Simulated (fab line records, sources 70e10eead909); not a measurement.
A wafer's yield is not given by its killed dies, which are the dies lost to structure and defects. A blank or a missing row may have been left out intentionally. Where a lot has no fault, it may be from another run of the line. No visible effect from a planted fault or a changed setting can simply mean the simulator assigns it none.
Chamber matching + flow nand_harc + 4 sister chambers for NHARC_A_WL_FILL_ALD_10 on ald_hk-03
The step deposits SiO2, target thk 50 nm, pulse time 10 s, ald cycles 500. 4 wafers are shown with their chamber, then 12 later ones without.

## WAFERS PAIRED WITH THEIR CHAMBERS
| wafer  | chamber | heater_power_w (W) |
|--------|---------|--------------------|
| L083.2 | 2       | 481                |
| L088.1 | 1       | 508                |
| L088.5 | 0       | 469                |
| L088.6 | 3       | 449                |

## WAFERS MISSING THEIR CHAMBER
| wafer  | heater_power_w (W) |
|--------|--------------------|
| L092.2 | 462                |
| L092.3 | 446                |
| L092.4 | 481                |
| L093.3 | 487                |
| L093.5 | 457                |
| L093.6 | 479                |
| L094.1 | 485                |
| L094.4 | 466                |
| L094.5 | 489                |
| L097.1 | 516                |
| L097.3 | 476                |
| L097.6 | 464                |

## CHAMBER TAKEN BY EACH
| wafer  | from the rows above     | in truth                   |
|--------|-------------------------|----------------------------|
| L092.2 | can't be placed: 0 or 3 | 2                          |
| L092.3 | 3                       | 3                          |
| L092.4 | 2                       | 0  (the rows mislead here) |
| L093.3 | 2                       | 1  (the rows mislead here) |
| L093.5 | can't be placed: 3 or 0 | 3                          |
| L093.6 | can't be placed: 2 or 0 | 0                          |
| L094.1 | 2                       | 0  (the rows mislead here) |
| L094.4 | 0                       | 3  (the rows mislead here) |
| L094.5 | can't be placed: 2 or 1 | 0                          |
| L097.1 | 1                       | 1                          |
| L097.3 | can't be placed: 2 or 0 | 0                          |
| L097.6 | can't be placed: 0 or 3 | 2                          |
Correct placement for 2 of the 12. Unplaceable from these rows: 6, with the true chamber sitting among the candidates in 3. Wrongly placed: 4.
How it was worked out, from the rows above alone: a wafer's distance from a chamber is the root of the sum, over the readings, of the square of ((its reading less the chamber's mean) divided by the reading's scatter). The wafer belongs to the nearest chamber; if the next one is less than 2 further off, it can't be placed. For every chamber, the mean is computed from those of its wafers that are shown. The scatter: with one shown wafer a chamber, the root of the mean of the squares of how far each hidden wafer lies from its nearest shown one.
